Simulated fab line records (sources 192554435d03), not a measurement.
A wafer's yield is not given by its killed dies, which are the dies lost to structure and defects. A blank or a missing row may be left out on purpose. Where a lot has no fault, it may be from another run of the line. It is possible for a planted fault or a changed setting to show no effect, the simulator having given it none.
fab line records	flow n5Finfet	part 1 of 2: steps 1 to 4 of 6
record: lots: 22	wafers: 66	lastDay: 17
route steps=1938 shown FIN_SAQP@95 FIN_CUT@172 STI_FIN_REVEAL@187
lots that met no fault: from a run of the same line without faults
startH: the number of hours between the record's first day and the start of the first shown wafer of the lot	waitH: time in hours since the lot's previous step	" repeats the value in the row above	L1.1+2: several wafers, shown together as one row	- no value present, or no start provided	* or withheld: withheld	< > ~ a bound
route shown NAME@n: a module of which the file shows steps, and the number in the route of the first	usual: the fault-free wafers' mean and standard deviation	same: alike in all rows	chamber/n: place in a boat	sites: each site's reading	_std_site: the standard deviation of these	_edge_site: mean of outer sites minus mean of inner sites	radiusMm: for every site, how far away it sits from the centre of the wafer	mask NAME#n: copy n	behind: tool/chamber where the wafer was last shaped	hold: why the lot was held/for how many hours/how that ended	device: whichever transistor did not switch (one of n, p or np)	end of line: tests of these same wafers at the route's end	for a step that has no rows: nothing shown but its recipe	killed: at the first sort, the dies lost to defects and structure; wafer yield is something else	map: shows each die of a wafer: x if killed, . if not, _ if none is there
set.NAME: the setting that was run; set.NAME@STEP: the one run at that earlier step	model.NAME: the simulator's own value behind a step, which no gauge read
the route's steps for a sample of lots (tables are steps, rows are wafers)
services: when a tool's chamber went out of use (startH, in hours from the record's first day, below 0 if earlier), for how many hours, and the reason
== steps ==
step: N5_FIN_SAQP_DENSIFY_62
recipe: tempC: 700	timeS: 60	ambient: N2	idleTempC: 600	rampUpCPerS: 150	rampDownCPerS: 60	coolToC: 600
usual: lampPowerPct: 9.84/0.055	wafer_temp_C_max: 703.3/0.62
lot.wafer	tool	chamber	startH	waitH	lampPowerPct	wafer_temp_C_max
L074.1	rtpAnneal-02	0	21.90	0.2	9.83	703.2
L074.2	"	0	"	"	9.81	703.1
L074.3	"	0	"	"	9.86	704.0
L075.2	rtpAnneal-02	0	27.63	0.2	9.88	703.0
L075.5	"	0	"	"	9.89	703.5
L075.6	"	0	"	"	9.79	704.0
L076.3	rtpAnneal-01	0	36.74	0.2	9.83	703.0
L076.4	"	0	"	"	9.85	702.8
L076.5	"	0	"	"	9.78	703.0
L077.3	rtpAnneal-01	0	38.51	0.2	9.85	702.4
L077.5	"	0	"	"	9.85	703.4
L077.6	"	0	"	"	9.72	703.7
L078.2	rtpAnneal-02	0	44.89	0.4	9.80	703.4
L078.3	"	0	"	"	9.78	704.1
L078.4	"	0	"	"	9.78	703.8
L079.1	rtpAnneal-02	0	50.54	0.1	9.83	703.9
L079.3	"	0	"	"	9.85	702.3
L079.4	"	0	"	"	9.86	702.6
L080.2	rtpAnneal-02	0	57.43	0.2	9.89	703.5
L080.4	"	0	"	"	9.77	703.9
L080.6	"	0	"	"	9.84	703.0
L081.2	rtpAnneal-02	0	62.93	0.1	9.92	703.5
L081.5	"	0	"	"	9.75	702.8
L081.6	"	0	"	"	9.79	703.9
L082.1	rtpAnneal-01	0	68.86	0.1	9.82	703.3
L082.4	"	0	"	"	9.79	704.1
L082.5	"	0	"	"	9.72	703.6
L083.1	rtpAnneal-01	0	80.62	0.1	9.93	702.9
L083.4	"	0	"	"	9.83	703.6
L083.6	"	0	"	"	9.84	704.7
L084.1	rtpAnneal-01	0	81.07	0.4	9.90	703.3
L084.3	"	0	"	"	9.88	702.4
L084.4	"	0	"	"	9.80	703.0
L085.3	rtpAnneal-02	0	87.58	0.2	9.84	705.7
L085.5	"	0	"	"	9.94	703.1
L085.6	"	0	"	"	9.82	704.0
L086.1	rtpAnneal-02	0	92.80	0.1	9.85	702.8
L086.2	"	0	"	"	9.84	704.3
L086.4	"	0	"	"	9.88	704.2
L087.1	rtpAnneal-01	0	99.57	0.1	9.86	703.4
L087.3	"	0	"	"	9.93	704.0
L087.6	"	0	"	"	9.88	704.0
L088.1	rtpAnneal-02	0	109.00	0.2	9.73	702.2
L088.2	"	0	"	"	9.97	703.4
L088.4	"	0	"	"	9.82	702.3
L089.1	rtpAnneal-02	0	110.95	0.1	9.83	703.3
L089.2	"	0	"	"	9.83	704.2
L089.4	"	0	"	"	9.82	704.2
L090.3	rtpAnneal-02	0	118.48	0.2	9.76	702.6
L090.4	"	0	"	"	9.82	702.9
L090.6	"	0	"	"	9.89	702.9
L092.2	rtpAnneal-01	0	130.46	0.1	9.87	703.3
L092.3	"	0	"	"	9.72	701.9
L092.4	"	0	"	"	9.82	702.2
L093.4	rtpAnneal-02	0	138.10	0.2	9.85	702.8
L093.5	"	0	"	"	9.82	703.6
L093.6	"	0	"	"	9.93	702.7
L094.1	rtpAnneal-02	0	140.99	0.1	9.80	702.3
L094.3	"	0	"	"	9.85	704.1
L094.5	"	0	"	"	9.76	702.5
L095.3	rtpAnneal-02	0	147.65	0.3	9.82	703.7
L095.4	"	0	"	"	9.78	703.7
L095.5	"	0	"	"	9.88	702.8
L097.1	rtpAnneal-01	0	158.96	0.3	9.75	702.0
L097.3	"	0	"	"	9.86	703.7
L097.5	"	0	"	"	9.83	703.4
step: N5_FIN_SAQP_SPACER1_ALD_24
recipe: material: SiO2	targetThkA: 203	tempC: 300	aldPrecursorFamily: BDEAS	aldCoReactant: O2-plasma	pulseTimeS: 1	purgeTimeS: 2	coReactantPurgeTimeS: 2	aldCycles: 218	pressureTorr: 2
usual: heaterPowerW: 474/34	precursorPulseHeightRel: 0.998/0.02
lot.wafer	tool	chamber	startH	waitH	heaterPowerW	precursorPulseHeightRel
L074.1	aldSin-02	1	24.11	0.3	486	0.979
L074.2	"	2	"	"	481	1.011
L074.3	"	3	"	"	474	0.957
L075.2	aldSin-02	3	29.85	0.3	483	0.980
L075.5	"	1	"	"	463	1.039
L075.6	"	2	"	"	485	0.993
L076.3	aldSin-02	0	39.01	0.1	452	1.007
L076.4	"	3	"	"	484	1.048
L076.5	"	2	"	"	490	0.993
L077.3	aldSin-04	0	40.68	0.1	449	1.015
L077.5	"	2	"	"	555	0.978
L077.6	"	0	"	"	464	0.999
L078.2	aldSin-04	1	46.94	0.3	468	0.987
L078.3	"	0	"	"	449	1.050
L078.4	"	3	"	"	473	1.018
L079.1	aldSin-01	3	54.22	0.3	517	0.997
L079.3	"	0	"	"	451	1.029
L079.4	"	2	"	"	463	1.006
L080.2	aldSin-02	0	60.20	0.4	455	1.017
L080.4	"	1	"	"	472	1.053
L080.6	"	0	"	"	460	0.990
L081.2	aldSin-04	0	65.13	0.3	457	1.010
L081.5	"	0	"	"	458	1.034
L081.6	"	3	"	"	470	0.978
L082.1	aldSin-01	0	71.87	0.9	451	0.981
L082.4	"	1	"	"	422	0.991
L082.5	"	0	"	"	448	1.006
L083.1	aldSin-02	1	82.81	0.3	484	0.997
L083.4	"	0	"	"	460	0.981
L083.6	"	2	"	"	484	0.985
L084.1	aldSin-04	0	83.12	0.3	454	0.981
L084.3	"	1	"	"	479	1.005
L084.4	"	3	"	"	477	1.007
L085.3	aldSin-04	3	90.11	0.5	462	1.022
L085.5	"	1	"	"	462	1.005
L085.6	"	0	"	"	460	0.990
L086.1	aldSin-02	1	95.22	0.5	491	0.951
L086.2	"	2	"	"	484	0.972
L086.4	"	0	"	"	475	0.985
L087.1	aldSin-01	0	102.06	0.3	452	0.986
L087.3	"	2	"	"	459	1.005
L087.6	"	1	"	"	405	0.986
L088.1	aldSin-02	1	111.07	0.3	467	1.011
L088.2	"	2	"	"	485	1.008
L088.4	"	3	"	"	472	1.027
L089.1	aldSin-04	0	113.00	0.3	457	1.023
L089.2	"	3	"	"	478	0.992
L089.4	"	2	"	"	562	1.003
L090.3	aldSin-02	3	120.72	0.1	467	0.989
L090.4	"	1	"	"	488	1.008
L090.6	"	3	"	"	472	0.973
L092.2	aldSin-01	1	132.97	0.3	405	1.015
L092.3	"	2	"	"	483	0.990
L092.4	"	0	"	"	452	0.950
L093.4	aldSin-02	3	140.69	0.1	474	0.988
L093.5	"	0	"	"	463	1.000
L093.6	"	1	"	"	476	0.999
L094.1	aldSin-04	3	143.39	0.3	468	0.986
L094.3	"	2	"	"	557	1.043
L094.5	"	3	"	"	460	0.982
L095.3	aldSin-01	2	150.11	0.6	456	0.954
L095.4	"	3	"	"	501	0.998
L095.5	"	0	"	"	443	0.997
L097.1	aldSin-04	2	161.15	0.3	559	1.003
L097.3	"	3	"	"	473	0.965
L097.5	"	3	"	"	468	0.995
step: N5_FIN_SAQP_STRIP_70
recipe: chemistry: N2/H2	powerW: 500	tempC: 40	pressureMtorr: 50	rfFrequencyHz: 6e+07	overashFraction: 0.3	biasPowerW: 28	h2Frac: 0.5	n2FlowSccm: 300	h2FlowSccm: 300
usual: drypumpMotorCurrentA: 5.8/0.45	h2FlowSccm: 300.1/0.93	oesProductAu: 0.79/0.1	rfVppV: 121.9/0.96	showerheadPlenumPTorr: 3.36/0.1	tempC: 40.00/0.1	throttleValvePct: 18.94/0.3
lot.wafer	tool	chamber	startH	waitH	drypumpMotorCurrentA	h2FlowSccm	oesProductAu	rfHoursCounterH	rfVppV	showerheadPlenumPTorr	tempC	throttleValvePct
L074.1	rieDiel-04	2	26.18	0.0	6.3	301.1	0.75	194	121.8	3.34	39.87	18.99
L074.2	"	0	"	"	5.6	300.8	0.69	232	121.0	3.16	39.91	18.63
L074.3	"	3	"	"	5.6	299.8	0.93	10	121.8	3.29	39.95	18.92
L075.2	rieDiel-04	2	31.58	0.0	6.3	298.8	0.74	197	120.5	3.33	40.20	19.00
L075.5	"	2	"	"	6.3	301.3	0.74	-	121.4	3.33	40.20	18.99
L075.6	"	3	"	"	5.6	301.6	0.93	-	120.7	3.29	39.99	18.93
L076.3	rieDiel-04	1	40.78	0.0	5.7	300.8	0.79	130	122.0	3.51	39.97	19.20
L076.4	"	2	"	"	6.3	300.1	0.74	199	120.6	3.33	39.97	18.98
L076.5	"	3	"	"	5.5	300.4	0.91	-	120.8	3.29	39.83	18.92
L077.3	rieDiel-03	0	42.41	0.0	5.8	299.3	0.68	228	121.2	3.32	40.01	19.60
L077.5	"	0	"	"	5.8	300.4	0.69	-	121.6	3.32	40.15	19.60
L077.6	"	3	"	"	6.1	300.5	0.98	-	122.7	3.43	39.89	18.72
L078.2	rieDiel-04	2	48.70	0.0	6.2	300.4	0.74	201	121.2	3.33	39.99	19.01
L078.3	"	1	"	"	5.7	299.7	0.78	133	122.0	3.50	40.14	19.22
L078.4	"	0	"	"	5.6	299.6	0.70	239	119.9	3.16	40.08	18.65
L079.1	rieDiel-03	1	56.12	0.0	6.3	298.5	0.69	231	122.6	3.46	40.14	19.31
L079.3	"	0	"	"	5.8	300.0	0.69	233	122.2	3.32	40.07	19.61
L079.4	"	3	"	"	6.1	301.6	0.97	8	122.4	3.43	39.89	18.73
L080.2	rieDiel-03	3	62.14	0.0	6.1	298.9	0.96	10	122.4	3.43	39.87	18.72
L080.4	"	3	"	"	6.1	300.2	0.97	-	122.6	3.43	39.79	18.74
L080.6	"	2	"	"	4.8	299.8	0.71	-	122.0	3.31	39.98	18.85
L081.2	rieDiel-03	2	68.04	0.0	4.8	299.5	0.71	226	121.3	3.31	40.01	18.84
L081.5	"	3	"	"	6.1	299.4	0.94	-	122.6	3.43	39.96	18.74
L081.6	"	1	"	"	6.3	299.9	0.69	-	122.0	3.46	39.92	19.32
L082.1	rieDiel-04	0	74.21	0.0	5.6	299.7	0.69	249	119.2	3.16	40.13	18.66
L082.4	"	2	"	"	6.3	300.6	0.73	206	122.2	3.33	40.02	19.00
L082.5	"	0	"	"	5.6	298.8	0.69	-	121.8	3.16	40.03	18.66
L083.1	rieDiel-02	2	84.54	0.0	5.9	299.7	0.77	131	122.0	3.26	40.00	19.21
L083.4	"	1	"	"	5.6	300.5	0.70	198	120.6	3.19	39.95	18.51
L083.6	"	0	"	"	5.9	298.6	0.94	-	121.7	3.41	39.91	18.78
L084.1	rieDiel-03	0	84.90	0.0	5.7	299.6	0.68	240	122.7	3.31	40.00	19.63
L084.3	"	2	"	"	4.8	302.5	0.71	232	120.6	3.31	40.04	18.87
L084.4	"	3	"	"	6.1	297.7	0.93	19	123.2	3.42	39.99	18.77
L085.3	rieDiel-04	1	91.84	0.0	5.7	299.4	0.77	149	122.3	3.49	40.03	19.24
L085.5	"	3	"	"	5.5	299.6	0.86	-	121.3	3.28	40.07	18.94
L085.6	"	1	"	"	5.7	299.2	0.77	-	122.8	3.49	39.98	19.23
L086.1	rieDiel-02	3	97.04	0.0	6.3	300.5	0.73	176	122.7	3.49	39.85	18.70
L086.2	"	2	"	"	5.9	301.7	0.76	135	122.8	3.26	40.03	19.22
L086.4	"	1	"	"	5.6	300.2	0.70	-	119.1	3.19	39.83	18.54
L087.1	rieDiel-04	3	104.10	0.0	5.5	301.1	0.86	39	122.0	3.28	40.15	18.98
L087.3	"	2	"	"	6.3	301.0	0.72	217	121.6	3.32	39.97	19.02
L087.6	"	3	"	"	5.5	298.5	0.86	-	121.1	3.28	39.94	18.97
L088.1	rieDiel-03	2	112.81	0.0	4.8	299.3	0.69	244	121.4	3.30	39.94	18.87
L088.2	"	0	"	"	5.8	297.8	0.66	250	121.2	3.31	40.02	19.62
L088.4	"	3	"	"	6.1	299.8	0.90	-	123.3	3.42	39.96	18.76
L089.1	rieDiel-03	0	114.98	0.0	5.8	298.4	0.67	251	121.7	3.31	39.86	19.63
L089.2	"	2	"	"	4.8	301.1	0.68	245	122.8	3.30	40.06	18.87
L089.4	"	2	"	"	4.8	299.5	0.69	-	120.8	3.30	40.16	18.88
L090.3	rieDiel-04	0	122.80	0.0	5.5	301.5	0.95	11	123.7	3.55	39.98	18.32
L090.4	"	2	"	"	6.2	298.7	0.72	223	121.5	3.32	39.96	19.04
L090.6	"	3	"	"	5.6	299.8	0.85	-	121.4	3.28	40.01	18.98
L092.2	rieDiel-02	3	134.83	0.0	6.3	299.1	0.72	184	122.7	3.49	39.83	18.70
L092.3	"	0	"	"	5.9	301.3	0.91	36	121.4	3.41	40.05	18.80
L092.4	"	2	"	"	5.9	298.9	0.74	154	120.9	3.25	40.14	19.24
L093.4	rieDiel-03	3	142.66	0.0	6.1	299.3	0.87	-	121.1	3.41	39.99	18.79
L093.5	"	2	"	"	4.8	301.4	0.67	-	121.6	3.29	39.87	18.91
L093.6	"	1	"	"	6.3	300.4	0.94	-	123.3	3.45	40.24	18.98
L094.1	rieDiel-02	3	145.14	0.0	6.3	299.7	0.73	189	122.1	3.48	39.71	18.71
L094.3	"	1	"	"	5.6	298.8	0.69	226	120.8	3.18	39.97	18.58
L094.5	"	1	"	"	5.6	299.1	0.68	-	122.2	3.18	40.11	18.57
L095.3	rieDiel-04	0	151.84	0.0	5.6	299.4	0.94	15	121.0	3.55	39.90	18.32
L095.4	"	2	"	"	6.3	300.4	0.72	230	122.1	3.32	40.34	19.05
L095.5	"	1	"	"	5.7	299.8	0.77	-	121.0	3.48	40.07	19.26
L097.1	rieDiel-03	3	162.88	0.0	6.1	299.0	0.86	55	122.6	3.40	40.02	18.81
L097.3	"	2	"	"	4.8	301.1	0.68	269	121.7	3.29	39.99	18.92
L097.5	"	2	"	"	4.8	301.0	0.67	-	120.8	3.29	39.87	18.92
step: N5_FIN_CUT_STRIP_24
recipe: chemistry: CF4	resist: SiARC	powerW: 300	biasPowerW: 75	pressureMtorr: 50	cf4FlowSccm: 150	rfFrequencyHz: 6e+07
usual: drypumpMotorCurrentA: 5.9/0.37	oesProductAu: 0.74/0.039	rfVppV: 270.6/1.5	showerheadPlenumPTorr: 1.77/0.055	throttleValvePct: 13.71/0.18
lot.wafer	tool	chamber	startH	waitH	drypumpMotorCurrentA	oesProductAu	rfHoursCounterH	rfVppV	showerheadPlenumPTorr	throttleValvePct
L074.1	rieDiel-05	1	28.90	0.0	6.0	0.76	133	272.0	1.80	13.41
L074.2	"	0	"	"	6.4	0.72	202	269.0	1.72	14.12
L074.3	"	3	"	"	6.2	0.73	165	271.5	1.86	13.75
L075.2	rieDiel-06	1	34.22	0.0	5.2	0.74	186	270.1	1.80	13.56
L075.5	"	2	"	"	5.7	0.81	-	267.4	1.67	13.65
L075.6	"	3	"	"	6.2	0.77	-	273.1	1.80	13.85
L076.3	rieDiel-01	3	43.40	0.0	5.6	0.74	151	270.3	1.86	13.70
L076.4	"	0	"	"	6.2	0.74	-	270.5	1.71	13.57
L076.5	"	1	"	"	6.1	0.75	-	270.5	1.79	13.75
L077.3	rieDiel-01	3	45.29	0.0	5.6	0.74	153	272.0	1.86	13.70
L077.5	"	0	"	"	6.2	0.74	-	270.5	1.71	13.57
L077.6	"	3	"	"	5.6	0.74	-	273.1	1.86	13.69
L078.2	rieDiel-05	0	51.03	0.0	6.4	0.72	208	268.9	1.72	14.13
L078.3	"	2	"	"	6.2	0.71	190	268.7	1.72	13.44
L078.4	"	1	"	"	6.1	0.75	138	272.8	1.80	13.42
L079.1	rieDiel-01	3	58.60	0.0	5.6	0.74	156	272.8	1.86	13.70
L079.3	"	1	"	"	6.1	0.74	173	270.8	1.78	13.76
L079.4	"	2	"	"	5.2	0.70	231	270.6	1.75	13.75
L080.2	rieDiel-01	0	64.38	0.0	6.2	0.74	172	269.4	1.71	13.59
L080.4	"	3	"	"	5.6	0.73	159	273.0	1.86	13.72
L080.6	"	2	"	"	5.3	0.69	-	270.1	1.75	13.74
L081.2	rieDiel-06	2	70.43	0.0	5.6	0.80	109	266.5	1.67	13.63
L081.5	"	0	"	"	5.7	0.78	-	270.3	1.79	13.63
L081.6	"	3	"	"	6.2	0.77	-	272.0	1.80	13.88
L082.1	rieDiel-05	0	77.01	0.0	6.4	0.71	215	268.4	1.72	14.14
L082.4	"	3	"	"	6.1	0.71	179	272.2	1.86	13.78
L082.5	"	2	"	"	6.2	0.70	-	268.7	1.72	13.44
L083.1	rieDiel-06	3	88.03	0.0	6.2	0.76	132	269.5	1.80	13.88
L083.4	"	0	"	"	5.7	0.76	134	271.5	1.79	13.65
L083.6	"	2	"	"	5.6	0.79	-	268.4	1.67	13.67
L084.1	rieDiel-01	0	88.47	0.0	6.2	0.73	180	268.7	1.71	13.62
L084.3	"	1	"	"	6.1	0.74	183	270.0	1.78	13.79
L084.4	"	2	"	"	5.2	0.69	-	272.0	1.75	13.77
L085.3	rieDiel-01	1	94.38	0.0	6.1	0.74	184	269.5	1.78	13.80
L085.5	"	0	"	"	6.2	0.73	-	269.6	1.71	13.59
L085.6	"	1	"	"	6.1	0.73	-	270.6	1.78	13.80
L086.1	rieDiel-01	2	99.77	0.0	5.2	0.68	243	270.0	1.75	13.77
L086.2	"	0	"	"	6.2	0.72	183	270.0	1.71	13.62
L086.4	"	3	"	"	5.6	0.72	166	273.4	1.85	13.73
L087.1	rieDiel-06	2	106.38	0.0	5.7	0.79	121	268.1	1.67	13.68
L087.3	"	3	"	"	6.2	0.76	138	270.7	1.79	13.88
L087.6	"	3	"	"	6.2	0.76	-	270.8	1.79	13.90
L088.1	rieDiel-06	0	115.76	0.0	5.7	0.77	143	270.8	1.79	13.65
L088.2	"	3	"	"	6.2	0.75	142	271.3	1.79	13.90
L088.4	"	1	"	"	5.2	0.71	209	270.6	1.80	13.61
L089.1	rieDiel-06	3	117.51	0.0	6.2	0.75	143	271.5	1.79	13.92
L089.2	"	2	"	"	5.6	0.79	125	267.3	1.67	13.68
L089.4	"	1	"	"	5.2	0.72	210	270.8	1.80	13.60
L090.3	rieDiel-05	3	125.32	0.0	6.1	0.70	193	273.0	1.86	13.79
L090.4	"	0	"	"	6.4	0.70	230	269.5	1.72	14.19
L090.6	"	3	"	"	6.1	0.70	-	272.4	1.86	13.81
L092.2	rieDiel-05	3	138.48	0.0	6.1	0.70	198	272.4	1.85	13.82
L092.3	"	2	"	"	6.2	0.69	215	269.8	1.71	13.49
L092.4	"	1	"	"	6.0	0.74	163	271.1	1.79	13.49
L093.4	rieDiel-05	0	144.95	0.0	6.4	0.70	236	268.3	1.71	14.20
L093.5	"	2	"	"	6.2	0.69	-	269.9	1.71	13.50
L093.6	"	1	"	"	6.0	0.73	-	271.8	1.79	13.50
L094.1	rieDiel-06	1	148.05	0.0	5.2	0.71	217	272.1	1.79	13.62
L094.3	"	2	"	"	5.6	0.78	132	268.7	1.67	13.70
L094.5	"	0	"	"	5.7	0.75	-	270.7	1.79	13.69
L095.3	rieDiel-06	1	154.29	0.0	5.2	0.71	218	271.0	1.79	13.65
L095.4	"	2	"	"	5.6	0.78	134	268.0	1.67	13.71
L095.5	"	2	"	"	5.6	0.78	-	268.8	1.67	13.71
L097.1	rieDiel-01	1	165.20	0.0	6.1	0.72	208	270.3	1.77	13.85
L097.3	"	2	"	"	5.3	0.91	9	271.5	1.75	13.26
L097.5	"	1	"	"	6.1	0.72	-	271.2	1.77	13.86
